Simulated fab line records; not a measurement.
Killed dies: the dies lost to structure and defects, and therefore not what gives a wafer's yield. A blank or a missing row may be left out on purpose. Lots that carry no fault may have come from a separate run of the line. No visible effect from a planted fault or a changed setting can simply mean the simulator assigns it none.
Commonality check across tools :: flow nand_harc :: 1 lot, 3 wafers sampled

REASON FOR OPENING
At NHARC_END_SORT_01 the reading killed_at_periphery is flagged on 1 of 1 lot. No-fault wafers: 4.1, standard deviation 2.4.
Rule: flag the lot when none of its wafers has a number, or when each of its wafers that has one lies beyond 4 standard deviations from that mean. The rest of the lots are taken to be sound.

lot: L303
measured: day 30 18:16
on: prober-01
killed_at_periphery, wafer by wafer: 586 589 595
flag: FLAGGED
Flagged lots average 590.0: +585.9 relative to the usual, that is +99 or more standard deviations.

WHICH TOOL RAN EACH LOT
Before the reading, the record contains 2 process steps out of a 1302-step route. Every cell lists first the tool, next ch and the chambers used by the sampled wafers, and last the start.
lot: L303
flag: FLAGGED
NHARC_P_ZERO_WELL_DESCUM_54: rie_diel-13 ch 1,2, day 8 17:55
NHARC_P_GATE_EXPOSE_56: krf_scanner-04 ch 0, day 12 07:34
What is done by these steps:
- NHARC_P_ZERO_WELL_DESCUM_54: chemistry O2, time 3 s.
- NHARC_P_GATE_EXPOSE_56: exposes mask P PSD, target cd 720 nm.
- NHARC_END_SORT_01

FLAGGED AGAINST TOTAL, ONE TOOL AT A TIME (gauges that did the reading follow at the end)
step: NHARC_P_ZERO_WELL_DESCUM_54
tool: rie_diel-13
lots run: 1
flagged: 1
share of the flagged lots: all
sound lots run after its first flagged lot: 0

step: NHARC_P_GATE_EXPOSE_56
tool: krf_scanner-04
lots run: 1
flagged: 1
share of the flagged lots: all
sound lots run after its first flagged lot: 0

step: NHARC_END_SORT_01
tool: prober-01
lots run: 1
flagged: 1
share of the flagged lots: all
sound lots run after its first flagged lot: 0

WHAT IS ALLOWED BY THE TABLE
rie_diel-13 at NHARC_P_ZERO_WELL_DESCUM_54, krf_scanner-04 at NHARC_P_GATE_EXPOSE_56 and prober-01 at NHARC_END_SORT_01: these 3 rows of the table ran every flagged lot.
- rie_diel-13 at NHARC_P_ZERO_WELL_DESCUM_54: 1 of its 1 lot flagged. In this sample it ran no sound lot ahead of its first flagged lot, so there is no way to narrow down the start.
- krf_scanner-04 at NHARC_P_GATE_EXPOSE_56: 1 of its 1 lot flagged. In this sample it ran no sound lot ahead of its first flagged lot, so there is no way to narrow down the start.
- prober-01 at NHARC_END_SORT_01: 1 of its 1 lot flagged. In this sample it ran no sound lot ahead of its first flagged lot, so there is no way to narrow down the start.
Counting lots can't tell these 3 tools apart, because each fits a fault that began at some hour. More lots, or a look at what each step does to the wafer, might.

WHAT WAS PUT IN BY THE SIMULATOR
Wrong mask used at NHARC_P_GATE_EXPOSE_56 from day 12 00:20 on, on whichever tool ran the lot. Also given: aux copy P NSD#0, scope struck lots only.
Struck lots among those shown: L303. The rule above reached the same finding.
